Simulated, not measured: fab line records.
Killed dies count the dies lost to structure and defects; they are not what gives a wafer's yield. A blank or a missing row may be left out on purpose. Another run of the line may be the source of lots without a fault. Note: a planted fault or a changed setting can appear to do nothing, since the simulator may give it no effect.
What tool caused it? -- flow n5-finfet -- 11 lots, 30 wafers sampled, at 1 step of a route of 1938

== WHAT EACH GAUGE READ, for each wafer ==
N5_BEOL_M9_INSPECT_13: inspects for defects (brightfield).
lot,measured,on,raw-defect-count
L727,day 9 19:23,defect-inspect-01,551 364 388
L726,day 9 23:46,defect-inspect-02,337 444 344
L733,day 11 12:35,defect-inspect-02,221 384
L735,day 11 16:01,defect-inspect-02,292 304
L736,day 12 18:34,defect-inspect-02,331 340
L739,day 12 23:28,defect-inspect-02,367 278 425
L743,day 14 08:09,defect-inspect-01,574 493 343
L746,day 14 15:33,defect-inspect-01,509 433 431
L744,day 14 20:35,defect-inspect-01,455 394 407
L747,day 14 23:45,defect-inspect-01,388 378 300
L749,day 15 06:26,defect-inspect-02,432 446 578

== WHICH TOOL RAN EACH LOT (tool, then ch and the chambers of the sampled wafers, then the start) ==
The record holds no process step before these readings.

== WHAT THE TOOLS THEMSELVES READ (means of the sampled wafers that have a number; where no wafer has one, the mark that the record gives instead) ==
The record holds no such reading with a usual standard deviation.

== THE ANSWER, worked out from the rows above alone ==
Rule: usual is defined by the lots themselves. The widest of any qualifying gaps counts: lots, ordered by their means at a reading, are off when they make up no more than a third of the lots, leave a main group of 4 or more, and stand apart from it by 3 or more times the standard deviation of that group's means. The tables above print the reading to a certain number of digits; a main group whose means all agree to those digits is not used. A lot without any number at a reading at which 4 lots or more have one is off too. The other lots that the step has rows for count as sound. After the gauges, taken in route order, come the tools' own readings; for these a lot's mean is taken, as printed above. The first step at which some lot is off is used, and at that step the reading that is off furthest; a lot without a number counts as furthest.
Nothing can be told from this: no lot is off at any reading shown.

== WHAT THE SIMULATOR HAD INSERTED ==
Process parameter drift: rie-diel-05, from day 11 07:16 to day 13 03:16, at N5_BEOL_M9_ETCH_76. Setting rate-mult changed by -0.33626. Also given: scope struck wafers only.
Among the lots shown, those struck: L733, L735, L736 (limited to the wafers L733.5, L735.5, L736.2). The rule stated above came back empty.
